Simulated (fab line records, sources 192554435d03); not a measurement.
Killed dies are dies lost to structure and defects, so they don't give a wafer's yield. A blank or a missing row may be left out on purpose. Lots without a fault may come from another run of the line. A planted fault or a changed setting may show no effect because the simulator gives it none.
Chamber matching | flow n5_finfet | N5_BEOL_M6_PECVD_70 on pecvd-03: 3 sister chambers
The step deposits SiO2 from TEOS/O2, target thk 20 nm, time 22.7 s. 3 wafers are shown with their chamber, then 8 later ones without.

WAFERS WITH THEIR CHAMBER
wafer  | chamber | throttle_valve_pct (%)
L092.2 | 1       | 24.6
L092.3 | 0       | 24.1
L093.1 | 2       | 22.3

WAFERS WITHOUT THEIR CHAMBER
wafer  | throttle_valve_pct (%)
L093.4 | 24.7
L093.6 | 23.9
L095.2 | 23.8
L095.3 | 24.8
L095.4 | 24.8
L096.3 | 24.8
L096.4 | 25.1
L096.5 | 22.7

WHICH CHAMBER EACH WENT THROUGH
wafer  | from the rows above     | in truth
L093.4 | can't be placed: 1 or 0 | 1
L093.6 | can't be placed: 0 or 1 | 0
L095.2 | can't be placed: 0 or 1 | 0
L095.3 | can't be placed: 1 or 0 | 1
L095.4 | can't be placed: 1 or 0 | 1
L096.3 | can't be placed: 1 or 0 | 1
L096.4 | can't be placed: 1 or 0 | 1
L096.5 | 2                       | 2
Placed correctly: 1 of 8. Can't be placed from these rows: 7 (the true chamber is among the candidates in 7). Placed wrongly: 0.
How it was worked out, from the rows above alone: a wafer's distance from a chamber is the root of the sum, over the readings, of the square of ((its reading less the chamber's mean) divided by the reading's scatter). The wafer belongs to the nearest chamber; if the next one is less than 2 further off, it can't be placed. A chamber's mean is the mean of its shown wafers. The scatter: with one shown wafer a chamber, the root of the mean of the squares of how far each hidden wafer lies from its nearest shown one.
